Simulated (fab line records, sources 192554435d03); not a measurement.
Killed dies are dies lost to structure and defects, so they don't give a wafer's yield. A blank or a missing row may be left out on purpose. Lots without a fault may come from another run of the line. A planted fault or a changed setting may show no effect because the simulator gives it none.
Split-lot experiment | flow n5_finfet | 7 lots, 39 wafers read, on a route of 1938 steps

THE SPLIT
At N5_DUMMY_GATE_ETCH_37 (etches SOC in N2/H2, target depth 60 nm, overetch 30 nm), the setting source_w was moved away from the recipe's 840 W on 15 of the 39 wafers read, by -17.2% to +8.0%. The other wafers ran this setting at the recipe's value.

The reading is taken at the split's own step.

THE READING
rf_vpp_V, in V, at N5_DUMMY_GATE_ETCH_37 (etches SOC in N2/H2, target depth 60 nm, overetch 30 nm). Fault-free wafers of this fab line usually give 523.9 V, standard deviation 2.3 V.

wafer  | tool, chamber at the split | source_w as run, W | against the recipe | rf_vpp_V, V | against lot-mates on the recipe
L074.1 | rie_diel-03, 0             | 840                | recipe             | 521.2       | -
L074.2 | rie_diel-03, 3             | 840                | recipe             | 518.8       | -
L074.3 | rie_diel-03, 1             | 756.4              | -10.0%             | 544.9       | +23.3
L074.4 | rie_diel-03, 3             | 756.4              | -10.0%             | 539.2       | +17.6
L074.5 | rie_diel-03, 0             | 756.4              | -10.0%             | 538.9       | +17.3
L074.6 | rie_diel-03, 1             | 840                | recipe             | 524.8       | -
L079.1 | rie_diel-04, 3             | 695.5              | -17.2%             | 557.4       | +34.2
L079.2 | rie_diel-04, 0             | 840                | recipe             | 524.8       | -
L079.3 | rie_diel-04, 2             | 840                | recipe             | 521.8       | -
L079.4 | rie_diel-04, 1             | 695.5              | -17.2%             | 559.5       | +36.3
L079.5 | rie_diel-04, 0             | 695.5              | -17.2%             | 559.6       | +36.4
L079.6 | rie_diel-04, 3             | 840                | recipe             | 523.1       | -
L084.1 | rie_diel-06, 1             | 840                | recipe             | 527.2       | -
L084.2 | rie_diel-06, 0             | 840                | recipe             | 526.0       | -
L084.3 | rie_diel-06, 3             | 757.7              | -9.8%              | 537.8       | +11.0
L084.4 | rie_diel-06, 3             | 757.7              | -9.8%              | 538.1       | +11.3
L084.5 | rie_diel-06, 0             | 757.7              | -9.8%              | 543.7       | +16.9
L084.6 | rie_diel-06, 1             | 840                | recipe             | 527.3       | -
L089.3 | rie_diel-03, 0             | 840                | recipe             | 520.4       | -
L089.4 | rie_diel-03, 1             | 840                | recipe             | 526.3       | -
L089.5 | rie_diel-03, 2             | 840                | recipe             | 522.2       | -
L091.1 | rie_diel-06, 1             | 840                | recipe             | 526.2       | -
L091.2 | rie_diel-06, 0             | 840                | recipe             | 525.9       | -
L091.3 | rie_diel-06, 2             | 776.6              | -7.5%              | 538.8       | +14.3
L091.4 | rie_diel-06, 3             | 840                | recipe             | 521.3       | -
L091.5 | rie_diel-06, 1             | 776.6              | -7.5%              | 537.8       | +13.3
L091.6 | rie_diel-06, 2             | 776.6              | -7.5%              | 540.0       | +15.5
L092.1 | rie_diel-04, 2             | 907.3              | +8.0%              | 510.2       | -13.0
L092.2 | rie_diel-04, 0             | 907.3              | +8.0%              | 513.1       | -10.1
L092.3 | rie_diel-04, 1             | 840                | recipe             | 523.1       | -
L092.4 | rie_diel-04, 3             | 840                | recipe             | 524.7       | -
L092.5 | rie_diel-04, 1             | 907.3              | +8.0%              | 511.0       | -12.2
L092.6 | rie_diel-04, 2             | 840                | recipe             | 521.8       | -
L094.1 | rie_diel-06, 2             | 840                | recipe             | 525.4       | -
L094.2 | rie_diel-06, 1             | 840                | recipe             | 523.4       | -
L094.3 | rie_diel-06, 0             | 840                | recipe             | 525.0       | -
L094.4 | rie_diel-06, 2             | 840                | recipe             | 526.2       | -
L094.5 | rie_diel-06, 0             | 840                | recipe             | 526.4       | -
L094.6 | rie_diel-06, 1             | 840                | recipe             | 527.0       | -

THE FIT
A straight line over all 39 wafers: rf_vpp_V changes by -1.84 V for each +1% of source_w; r = -0.98; the points scatter about the line by 2.6 V.
The same after taking each lot's own level away (the mean of its wafers on the recipe; 39 wafers): -1.84 V for each +1%; r = -0.97; scatter 2.7 V.
On that fit, the largest move of source_w shifts the reading by 32 V.
The lots' own levels span 521.60 to 526.83 V, that is 2.3 times the standard deviation above.
So the lot-to-lot level changes the slope little: the two slopes agree.
Check: with one of the wafers moved furthest among these (-17.2%) left out of the fit, the line predicts +31.5 V for it against its lot-mates. It came out at +34.2 V against them.
Tool readings at the split's step, against how far the setting was moved: rf_vpp_V r = -0.98.

THE FILE'S OWN FIT
rf_vpp_V changes by -1.86 V for each +1% of source_w, r = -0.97.
